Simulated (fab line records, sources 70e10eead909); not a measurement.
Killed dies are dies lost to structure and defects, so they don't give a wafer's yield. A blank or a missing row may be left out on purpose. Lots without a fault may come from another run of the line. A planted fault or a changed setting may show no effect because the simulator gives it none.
Chamber matching | flow nand_harc | NHARC_A_SLIT_ETCH_24 on rie_diel-07: 4 sister chambers
The step etches the open film in CF4/CHF3, target depth 121 nm, time 60.5 s. 14 wafers are shown with their chamber, then 7 later ones without.

WAFERS WITH THEIR CHAMBER
wafer  | chamber | drypump_motor_current_A (A) | rf_vpp_V (V) | oes_product_au (a.u.)
L134.2 | 2       | 6.4                         | 368.0        | 0.973
L134.3 | 1       | 5.5                         | 370.5        | 0.988
L134.6 | 3       | 5.5                         | 373.4        | 0.961
L141.3 | 0       | 5.7                         | 370.3        | 0.919
L141.4 | 1       | 5.5                         | 370.3        | 0.966
L141.6 | 2       | 6.5                         | 370.6        | 0.968
L143.2 | 2       | 6.5                         | 370.4        | 0.969
L143.3 | 1       | 5.5                         | 368.8        | 0.972
L143.5 | 1       | 5.5                         | 371.6        | 0.956
L144.4 | 0       | 5.6                         | 369.6        | 0.899
L144.5 | 2       | 6.4                         | 371.0        | 0.931
L144.6 | 1       | 5.5                         | 370.2        | 0.931
L148.4 | 2       | 6.4                         | 368.4        | 0.983
L148.5 | 1       | 5.5                         | 370.5        | 0.979

SIGNATURES (means of the wafers above)
reading                 | chamber 0 | chamber 1 | chamber 2 | chamber 3 | scatter within a chamber
drypump_motor_current_A | 5.650     | 5.500     | 6.440     | 5.500     | 0.0412
rf_vpp_V                | 369.950   | 370.317   | 369.680   | 373.400   | 1.09
oes_product_au          | 0.90900   | 0.96533   | 0.96480   | 0.96100   | 0.0194
Rule: a wafer's distance from a chamber is the root of the sum, over the readings, of the square of ((its reading less the chamber's mean) divided by the reading's scatter). The wafer belongs to the nearest chamber; if the next one is less than 2 further off, it can't be placed. The scatter: the root of (the sum of the squares of (reading less its chamber's mean) over the shown wafers, divided by (wafers less chambers)).

WAFERS WITHOUT THEIR CHAMBER
wafer  | drypump_motor_current_A (A) | rf_vpp_V (V) | oes_product_au (a.u.)
L148.6 | 5.7                         | 371.1        | 0.982
L154.1 | 6.4                         | 368.5        | 0.979
L154.3 | 5.5                         | 372.4        | 0.946
L154.6 | 5.7                         | 370.5        | 0.972
L153.1 | 5.5                         | 373.6        | 0.929
L153.2 | 5.7                         | 372.3        | 0.955
L153.4 | 6.5                         | 367.8        | 0.944

WHICH CHAMBER EACH WENT THROUGH
wafer  | from the rows above          | in truth
L148.6 | can't be placed: 0 or 1 or 3 | 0
L154.1 | 2                            | 2
L154.3 | can't be placed: 3 or 1      | 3
L154.6 | can't be placed: 0 or 1      | 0
L153.1 | can't be placed: 3 or 1      | 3
L153.2 | can't be placed: 0 or 3 or 1 | 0
L153.4 | 2                            | 2
Placed correctly: 2 of 7. Can't be placed from these rows: 5 (the true chamber is among the candidates in 5). Placed wrongly: 0.
